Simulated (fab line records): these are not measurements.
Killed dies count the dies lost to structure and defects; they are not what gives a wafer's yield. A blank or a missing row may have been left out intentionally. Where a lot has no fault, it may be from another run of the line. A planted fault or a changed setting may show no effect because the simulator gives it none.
fab line records	flow n5Finfet
record: lots: 12	wafers: 36	lastDay: 19
route steps=1938 shown GATE_CUT@489 MOL_CONTACT_COAG@519 PASSIVATION@1936
lots that met no fault: from a run of the same line without faults
startH: hours from the record's opening day to when the first of the lot's shown wafers began	waitH: time in hours since the lot's previous step	" as in the row above	L1.1+2: a row that stands for several wafers	- no value, or no start was given	* or withheld: withheld	< > ~ a bound
route shown NAME@n: a module of which the file shows steps, and the number in the route of the first	usual: mean/standard deviation taken from wafers without a fault	same: alike in all rows	chamber/n: place in a boat	sites: each site's reading	_std_site: the values' standard deviation	_edge_site: the outer-site mean with the inner-site mean subtracted	radiusMm: for every site, how far away it sits from the centre of the wafer	mask NAME#n: copy n	behind: the last tool/chamber to shape the wafer	hold: what put the lot on hold/how long, in hours/how the hold closed	device: transistor that didn't switch, given as n, p or np	end of line: the same wafers' tests at the end of the route	for a step that has no rows: nothing shown but its recipe	killed: the dies lost at the first sort to structure and to defects; this is not the yield of the wafer	map: shows each die of a wafer: x if killed, . if not, _ if none is there
set.NAME: the setting that was run; set.NAME@STEP: the one run at that earlier step	model.NAME: the simulator's own value behind a step, which no gauge read
route steps across a sampled set of lots; one table per step, one row per wafer
services: a tool's chamber out of use, with start hour (startH, from the record's first day; less than 0 if before it), hours out, and reason
== steps ==
step: N5_GATE_CUT_INSPECT_15
recipe: mode: adi	inspectInstrument: brightfield
usual: rawDefectCount: 133/48
lot.wafer	tool	chamber	startH	waitH	rawDefectCount
L600.1	defectInspect-02	-	92.12	0.1	69
L600.2	"	-	"	"	156
L600.5	"	-	"	"	108
L601.1	defectInspect-02	-	99.64	0.1	148
L601.2	"	-	"	"	104
L601.5	"	-	"	"	184
L604.2	defectInspect-01	-	113.11	0.0	65
L604.3	"	-	"	"	52
L604.6	"	-	"	"	112
L605.1	defectInspect-01	-	122.03	0.1	139
L605.2	"	-	"	"	156
L605.6	"	-	"	"	136
L607.1	defectInspect-02	-	133.96	0.1	96
L607.2	"	-	"	"	249
L607.5	"	-	"	"	277
L608.1	defectInspect-01	-	137.82	0.1	93
L608.4	"	-	"	"	126
L608.6	"	-	"	"	78
L609.4	defectInspect-02	-	144.83	0.0	224
L609.5	"	-	"	"	207
L609.6	"	-	"	"	151
L610.2	defectInspect-02	-	149.75	0.0	115
L610.4	"	-	"	"	122
L610.5	"	-	"	"	76
L611.1	defectInspect-02	-	160.35	0.1	106
L611.2	"	-	"	"	123
L611.6	"	-	"	"	144
L620.2	defectInspect-01	-	217.37	0.0	153
L620.3	"	-	"	"	105
L620.6	"	-	"	"	190
L621.2	defectInspect-01	-	218.27	0.0	63
L621.5	"	-	"	"	115
L621.6	"	-	"	"	76
L622.1	defectInspect-02	-	224.86	0.1	140
L622.3	"	-	"	"	157
L622.6	"	-	"	"	137
step: N5_GATE_CUT_VAPOR_ETCH_48
recipe: chemistry: BCl3/Cl2	target: TiN	mode: isotropic
usual: drypumpMotorCurrentA: 6.03/0.28	oesProductAu: 0.78/0.13
lot.wafer	tool	chamber	startH	waitH	drypumpMotorCurrentA	oesProductAu
L600.1	rieMetal-02	0	92.73	0.0	5.63	0.97
L600.2	"	1	"	"	6.30	0.69
L600.5	"	1	"	"	6.32	0.68
L601.1	rieMetal-02	1	100.25	0.0	6.28	0.69
L601.2	"	0	"	"	5.63	0.97
L601.5	"	1	"	"	6.31	0.68
L604.2	rieMetal-02	1	113.91	0.1	6.30	0.68
L604.3	"	1	"	"	6.28	0.68
L604.6	"	1	"	"	6.29	0.68
L605.1	rieMetal-02	1	122.64	0.0	6.27	0.68
L605.2	"	0	"	"	5.63	0.95
L605.6	"	1	"	"	6.33	0.67
L607.1	rieMetal-03	1	134.82	0.0	5.93	0.58
L607.2	"	0	"	"	5.86	0.86
L607.5	"	0	"	"	5.84	0.86
L608.1	rieMetal-02	0	138.58	0.0	5.63	0.95
L608.4	"	1	"	"	6.28	0.68
L608.6	"	1	"	"	6.27	0.68
L609.4	rieMetal-03	0	145.44	0.0	5.82	0.85
L609.5	"	1	"	"	5.95	0.58
L609.6	"	0	"	"	5.83	0.85
L610.2	rieMetal-02	1	150.38	0.0	6.27	0.67
L610.4	"	1	"	"	6.31	0.67
L610.5	"	1	"	"	6.34	0.66
L611.1	rieMetal-03	1	160.96	0.0	5.95	0.58
L611.2	"	0	"	"	5.86	0.85
L611.6	"	0	"	"	5.83	0.84
L620.2	rieMetal-02	1	218.00	0.0	6.26	0.67
L620.3	"	0	"	"	5.66	0.91
L620.6	"	1	"	"	6.28	0.67
L621.2	rieMetal-03	1	218.88	0.0	5.95	0.92
L621.5	"	1	"	"	5.95	0.92
L621.6	"	0	"	"	5.87	0.82
L622.1	rieMetal-03	1	225.46	0.0	5.97	0.92
L622.3	"	1	"	"	5.98	0.92
L622.6	"	0	"	"	5.82	0.82
step: N5_GATE_CUT_VAPOR_ETCH_49
recipe: chemistry: BCl3/Cl2	target: TiAlC	mode: isotropic
usual: drypumpMotorCurrentA: 6.03/0.29	oesProductAu: 0.78/0.13
lot.wafer	tool	chamber	startH	waitH	drypumpMotorCurrentA	oesProductAu
L600.1	rieMetal-02	0	92.76	0.0	5.59	0.97
L600.2	"	1	"	"	6.35	0.68
L600.5	"	1	"	"	6.31	0.69
L601.1	rieMetal-02	1	100.28	0.0	6.26	0.68
L601.2	"	0	"	"	5.61	0.96
L601.5	"	1	"	"	6.25	0.69
L604.2	rieMetal-02	1	113.97	0.1	6.28	0.68
L604.3	"	1	"	"	6.30	0.68
L604.6	"	1	"	"	6.26	0.68
L605.1	rieMetal-02	1	122.67	0.0	6.29	0.68
L605.2	"	0	"	"	5.64	0.95
L605.6	"	1	"	"	6.30	0.68
L607.1	rieMetal-03	1	134.85	0.0	5.98	0.58
L607.2	"	0	"	"	5.83	0.86
L607.5	"	0	"	"	5.81	0.86
L608.1	rieMetal-02	0	138.61	0.0	5.63	0.93
L608.4	"	1	"	"	6.28	0.67
L608.6	"	1	"	"	6.27	0.67
L609.4	rieMetal-03	0	145.47	0.0	5.84	0.85
L609.5	"	1	"	"	5.97	0.58
L609.6	"	0	"	"	5.83	0.85
L610.2	rieMetal-02	1	150.41	0.0	6.33	0.67
L610.4	"	1	"	"	6.30	0.67
L610.5	"	1	"	"	6.33	0.67
L611.1	rieMetal-03	1	160.99	0.0	5.94	0.58
L611.2	"	0	"	"	5.86	0.85
L611.6	"	0	"	"	5.86	0.84
L620.2	rieMetal-02	1	218.03	0.0	6.28	0.67
L620.3	"	0	"	"	5.60	0.91
L620.6	"	1	"	"	6.30	0.66
L621.2	rieMetal-03	1	218.91	0.0	5.95	0.93
L621.5	"	1	"	"	5.94	0.93
L621.6	"	0	"	"	5.81	0.82
L622.1	rieMetal-03	1	225.49	0.0	5.94	0.92
L622.3	"	1	"	"	5.94	0.92
L622.6	"	0	"	"	5.83	0.82
step: N5_MOL_CONTACT_COAG_COAT_58
recipe: resist: underlayer	tempC: 205	timeS: 60	spinRpm: 1500	resistThkNm: 10
usual: exhaustPa: 45.1/0.99	heaterPowerTotalW: 391.7/1.3	plateTempC: 205.03/0.14
lot.wafer	tool	chamber	startH	waitH	exhaustPa	heaterPowerTotalW	plateTempC
L600.1	lithoTrack-05	0	95.56	-	45.3	390.1	204.94
L600.2	"	0	"	"	46.1	392.5	205.05
L600.5	"	0	"	"	46.7	393.5	204.99
L601.1	lithoTrack-05	0	103.15	-	44.2	392.1	204.97
L601.2	"	0	"	"	46.2	394.0	204.92
L601.5	"	0	"	"	44.8	393.9	204.68
L604.2	lithoTrack-01	0	117.08	-	46.7	391.7	204.75
L604.3	"	0	"	"	45.6	391.4	204.88
L604.6	"	0	"	"	45.3	393.7	205.04
L605.1	lithoTrack-02	0	125.59	-	46.9	390.0	204.95
L605.2	"	0	"	"	43.4	390.8	205.07
L605.6	"	0	"	"	46.2	393.4	205.03
L607.1	lithoTrack-01	0	137.65	-	44.0	391.8	205.12
L607.2	"	0	"	"	43.4	393.4	205.04
L607.5	"	0	"	"	45.0	393.5	205.21
L608.1	lithoTrack-02	0	141.41	-	45.4	389.8	205.03
L608.4	"	0	"	"	43.8	390.8	205.14
L608.6	"	0	"	"	44.8	393.8	205.27
L609.4	lithoTrack-01	0	148.31	-	44.8	390.7	204.99
L609.5	"	0	"	"	45.4	389.7	204.99
L609.6	"	0	"	"	46.6	393.7	204.95
L610.2	lithoTrack-01	0	153.22	-	42.5	387.9	202.58
L610.4	"	0	"	"	44.8	386.7	202.79
L610.5	"	0	"	"	42.7	385.6	202.73
L611.1	lithoTrack-01	0	163.79	-	44.0	387.7	202.70
L611.2	"	0	"	"	44.8	386.6	202.83
L611.6	"	0	"	"	45.4	387.0	202.97
L620.2	lithoTrack-02	0	220.97	-	45.1	392.0	205.14
L620.3	"	0	"	"	46.1	390.3	205.06
L620.6	"	0	"	"	44.6	392.9	204.96
L621.2	lithoTrack-05	0	221.82	-	45.7	390.7	204.86
L621.5	"	0	"	"	47.1	392.7	204.98
L621.6	"	0	"	"	44.3	393.6	204.98
L622.1	lithoTrack-02	0	229.02	-	46.1	391.9	205.15
L622.3	"	0	"	"	45.9	393.6	205.09
L622.6	"	0	"	"	45.9	390.3	205.12
step: N5_PASSIVATION_PROBE_49
usual: killed_at_M0_to_M3: 33/9.9	killed_at_M4_up: 14/6.4	killedAtContacts: 12/7	killedAtFrontEnd: 41/13	killedAtOther: 3.1/2.9	killedDies: 103/20	killedOnRim: 13/4	killedOpen: 67/14	killedShort: 34/9.4
same: grossDies: 1180	killedAtBackSide: 0
lot.wafer	tool	chamber	startH	waitH	killed_at_M0_to_M3	killed_at_M4_up	killedAtContacts	killedAtFrontEnd	killedAtOther	killedDies	killedOnRim	killedOpen	killedShort
L610.5	prober-02	-	317.56	0.2	19	11	14	43	4	91	15	48	30
L609.4	prober-02	-	324.97	0.2	40	10	19	31	1	101	12	56	45
L609.5	prober-02	-	325.02	0.2	45	8	19	37	12	121	14	76	39
L609.6	prober-02	-	325.07	0.3	26	6	11	42	4	89	13	57	25
L611.1	prober-01	-	345.45	0.0	17	29	13	37	4	100	12	71	25
L611.2	prober-01	-	345.50	0.1	46	29	29	53	2	159	16	123	34
L611.6	prober-01	-	345.70	0.3	32	25	21	25	6	109	18	74	28
killed by level:class
L610.5 MOL_CONTACT_COAG:geometricParticle:open=12 HKMG_FIN:areaEtch=9 FIN_SAQP:geometricParticle:short=6 BEOL_M0_SAQP:geometricParticle:short=6 BEOL_M4:geometricParticle:open=6 FIN_SAQP:geometricParticle:open=5 BEOL_M2:geometricParticle:open=5 DUMMY_GATE:geometricParticle:open=4
L609.4 MOL_CONTACT_COAG:geometricParticle:open=14 BEOL_M0_SAQP:geometricParticle:short=13 BEOL_M0_SAQP:geometricParticle:open=9 BEOL_M2:geometricParticle:open=8 FIN_SAQP:geometricParticle:open=6 FIN_SAQP:geometricParticle:short=6 GATE_CUT:geometricParticle:short=6 MOL_CONTACT_COAG:geometricParticle:short=5
L609.5 MOL_CONTACT_COAG:geometricParticle:open=17 BEOL_M0_SAQP:geometricParticle:open=10 FIN_SAQP:geometricParticle:short=9 BEOL_M1:geometricParticle:open=9 BEOL_M2:geometricParticle:open=8 BEOL_M0_SAQP:geometricParticle:short=6 PASS1_DEP:geometricParticle:open=6 HKMG_FIN:areaEtch=6
L609.6 FIN_SAQP:geometricParticle:open=10 MOL_CONTACT_COAG:geometricParticle:open=9 BEOL_M2:geometricParticle:open=7 HKMG_FIN:areaEtch=7 BEOL_M3:geometricParticle:open=6 FIN_SAQP:geometricParticle:short=5 BEOL_M0_SAQP:geometricParticle:short=5 BEOL_M0_SAQP:geometricParticle:open=4
L611.1 BEOL_M4:geometricParticle:open=12 DUMMY_GATE:geometricParticle:open=7 MOL_CONTACT_COAG:geometricParticle:open=7 FIN_SAQP:geometricParticle:open=6 MOL_CONTACT_COAG:geometricParticle:short=5 BEOL_M2:geometricParticle:open=5 BEOL_M7:geometricParticle:open=5 DUMMY_GATE:geometricParticle:short=4
L611.2 MOL_CONTACT_COAG:geometricParticle:open=24 BEOL_M4:geometricParticle:open=16 BEOL_M1:geometricParticle:open=16 FIN_SAQP:geometricParticle:open=12 BEOL_M3:geometricParticle:open=12 STI_FIN_REVEAL:geometricParticle:open=9 DUMMY_GATE:geometricParticle:open=7 MOL_CONTACT_COAG:geometricParticle:short=5
L611.6 MOL_CONTACT_COAG:geometricParticle:open=17 BEOL_M4:geometricParticle:open=10 BEOL_M3:geometricParticle:open=9 BEOL_M2:geometricParticle:open=7 FIN_SAQP:geometricParticle:short=5 FIN_SAQP:geometricParticle:open=5 BEOL_M3:geometricParticle:short=5 DUMMY_GATE:geometricParticle:open=4
== services ==
tool	chamber	startH	hours	kind
rieMetal-03	-	112.60	2.8	pm
rieMetal-02	0	113.13	4.5	repair
lithoTrack-01	-	117.70	-	consumableReplace:filter
rieMetal-03	-	129.22	1.4	pm
lithoTrack-02	-	136.03	-	consumableReplace:filter
rieMetal-03	1	162.41	-	clean
rieMetal-03	1	162.41	16.8	scheduledDown
rieMetal-03	1	162.41	16.8	ventCycle
rieMetal-02	-	221.84	2.8	pm
lithoTrack-01	-	224.48	-	consumableReplace:filter
== key ==
firstSign: step: N5_MOL_CONTACT_COAG_COAT_58	reading: plateTempC	direction: down	sigmas: 16	usual: *	struck: *
effect: step: N5_MOL_CONTACT_COAG_COAT_58	reading: heaterPowerTotalW	direction: down	sigmas: 3.7	usual: *	struck: *
metAt N5_MOL_CONTACT_COAG_COAT_58
struckLots L610,L611
testerLeftOut L610,L611
notActingAt N5_GATE_CUT_INSPECT_15,N5_GATE_CUT_VAPOR_ETCH_48,N5_GATE_CUT_VAPOR_ETCH_49
onsetBetween 148.31 153.22
fault: kind: processParameterDrift	tool: lithoTrack-01	chamber: -	onsetH: 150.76	steps: N5_MOL_CONTACT_COAG_COAT_58	channel: tempC	offset: *	shape: step	endH: 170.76	actsIn: *	stated: *
testerLeftOut: of these lots the tester's yield and bins aren't shown, on N5 and GAA mostly nor the transistor test; their killed dies are dies lost to structure and defects alone, not to doping, threshold or leakage, so they don't give the yield
